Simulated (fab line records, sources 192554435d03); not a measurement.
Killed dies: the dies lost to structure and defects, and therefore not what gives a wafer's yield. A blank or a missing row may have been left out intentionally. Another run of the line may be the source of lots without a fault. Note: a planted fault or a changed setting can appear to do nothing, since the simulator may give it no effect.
Chamber matching ; flow n5-finfet ; rie-diel-05 running N5_BEOL_M12_DESCUM_33: 4 sister chambers
The step chemistry O2, time 7.9 s. 4 wafers are shown with their chamber, then 8 later ones without.

EACH WAFER AND ITS CHAMBER
wafer;chamber;throttle-valve-pct (%)
L090.4;0;20.53
L090.6;2;19.94
L093.5;3;20.24
L096.1;1;20.08

WAFERS WITH NO CHAMBER GIVEN
wafer;throttle-valve-pct (%)
L096.2;20.54
L096.3;20.26
L094.1;20.55
L094.2;20.29
L094.6;20.26
L095.1;20.27
L095.3;19.95
L095.5;20.28

CHAMBER TAKEN BY EACH
wafer;from the rows above;in truth
L096.2;0;0
L096.3;3;3
L094.1;0;0
L094.2;3;3
L094.6;3;3
L095.1;3;3
L095.3;2;2
L095.5;3;3
Placed correctly: 8 of 8. From these rows, 0 cannot be placed. Number placed wrongly: 0.
How it was worked out, from the rows above alone: a wafer's distance from a chamber is the root of the sum, over the readings, of the square of ((its reading less the chamber's mean) divided by the reading's scatter). The wafer belongs to the nearest chamber; if the next one is less than 2 further off, it can't be placed. For every chamber, the mean is computed from those of its wafers that are shown. The scatter: root of mean squared gap, hidden wafer to nearest shown wafer, with one shown wafer a chamber.
